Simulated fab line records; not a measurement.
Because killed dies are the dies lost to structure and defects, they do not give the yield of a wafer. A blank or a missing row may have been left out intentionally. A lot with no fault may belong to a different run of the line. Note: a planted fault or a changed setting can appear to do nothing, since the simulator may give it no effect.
Chamber matching / flow n5_finfet / N5_MOL_CONTACT_COAG_STRIP_98 on rie_diel-04: 4 sister chambers
The step strips in N2/H2. 14 wafers are shown with their chamber, then 7 later ones without.

## WAFERS PAIRED WITH THEIR CHAMBERS
wafer=L079.2; chamber=2; drypump_motor_current_A (A)=5.7; throttle_valve_pct (%)=18.9; oes_product_au (a.u.)=0.72
wafer=L079.3; chamber=0; drypump_motor_current_A (A)=6.1; throttle_valve_pct (%)=18.7; oes_product_au (a.u.)=0.68
wafer=L079.6; chamber=2; drypump_motor_current_A (A)=5.7; throttle_valve_pct (%)=18.9; oes_product_au (a.u.)=0.73
wafer=L082.1; chamber=3; drypump_motor_current_A (A)=5.0; throttle_valve_pct (%)=19.0; oes_product_au (a.u.)=0.66
wafer=L082.2; chamber=2; drypump_motor_current_A (A)=5.7; throttle_valve_pct (%)=18.9; oes_product_au (a.u.)=0.71
wafer=L082.3; chamber=1; drypump_motor_current_A (A)=5.6; throttle_valve_pct (%)=19.3; oes_product_au (a.u.)=0.71
wafer=L083.2; chamber=0; drypump_motor_current_A (A)=6.1; throttle_valve_pct (%)=18.7; oes_product_au (a.u.)=0.67
wafer=L083.5; chamber=3; drypump_motor_current_A (A)=5.1; throttle_valve_pct (%)=19.0; oes_product_au (a.u.)=0.66
wafer=L083.6; chamber=0; drypump_motor_current_A (A)=6.0; throttle_valve_pct (%)=18.7; oes_product_au (a.u.)=0.67
wafer=L094.1; chamber=0; drypump_motor_current_A (A)=6.0; throttle_valve_pct (%)=18.3; oes_product_au (a.u.)=0.88
wafer=L094.2; chamber=3; drypump_motor_current_A (A)=5.0; throttle_valve_pct (%)=18.5; oes_product_au (a.u.)=0.91
wafer=L094.3; chamber=1; drypump_motor_current_A (A)=5.6; throttle_valve_pct (%)=19.0; oes_product_au (a.u.)=1.04
wafer=L094.4; chamber=3; drypump_motor_current_A (A)=5.1; throttle_valve_pct (%)=18.5; oes_product_au (a.u.)=0.91
wafer=L094.5; chamber=1; drypump_motor_current_A (A)=5.6; throttle_valve_pct (%)=18.9; oes_product_au (a.u.)=1.04

SIGNATURES (averages over the wafers above)
reading=drypump_motor_current_A; chamber 0=6.050; chamber 1=5.600; chamber 2=5.700; chamber 3=5.050; scatter within a chamber=0.0447
reading=throttle_valve_pct; chamber 0=18.600; chamber 1=19.067; chamber 2=18.900; chamber 3=18.750; scatter within a chamber=0.214
reading=oes_product_au; chamber 0=0.7250; chamber 1=0.9300; chamber 2=0.7200; chamber 3=0.7850; scatter within a chamber=0.129
Rule: for each reading, subtract the chamber's mean from the wafer's reading, divide by that reading's scatter and square the result; add these up over the readings and take the root, which gives the wafer's distance from the chamber. If the next closest chamber is less than 2 further off than the closest, the wafer can't be placed; otherwise it belongs to the closest. The scatter: the root of (the sum of the squares of (reading less its chamber's mean) over the shown wafers, divided by (wafers less chambers)).

## WAFERS WITH NO CHAMBER GIVEN
wafer=L094.6; drypump_motor_current_A (A)=6.0; throttle_valve_pct (%)=18.3; oes_product_au (a.u.)=0.89
wafer=L096.2; drypump_motor_current_A (A)=5.6; throttle_valve_pct (%)=19.0; oes_product_au (a.u.)=1.00
wafer=L096.4; drypump_motor_current_A (A)=6.0; throttle_valve_pct (%)=18.3; oes_product_au (a.u.)=0.87
wafer=L096.6; drypump_motor_current_A (A)=5.1; throttle_valve_pct (%)=18.5; oes_product_au (a.u.)=0.89
wafer=L097.3; drypump_motor_current_A (A)=6.0; throttle_valve_pct (%)=18.4; oes_product_au (a.u.)=0.89
wafer=L097.5; drypump_motor_current_A (A)=5.6; throttle_valve_pct (%)=18.9; oes_product_au (a.u.)=1.00
wafer=L097.6; drypump_motor_current_A (A)=6.1; throttle_valve_pct (%)=18.4; oes_product_au (a.u.)=0.88

## EACH ONE'S CHAMBER
wafer=L094.6; from the rows above=0; in truth=0
wafer=L096.2; from the rows above=1; in truth=1
wafer=L096.4; from the rows above=0; in truth=0
wafer=L096.6; from the rows above=3; in truth=3
wafer=L097.3; from the rows above=0; in truth=0
wafer=L097.5; from the rows above=1; in truth=1
wafer=L097.6; from the rows above=0; in truth=0
Placed correctly: 7 of 7. Can't be placed from these rows: 0. 0 placed wrongly.
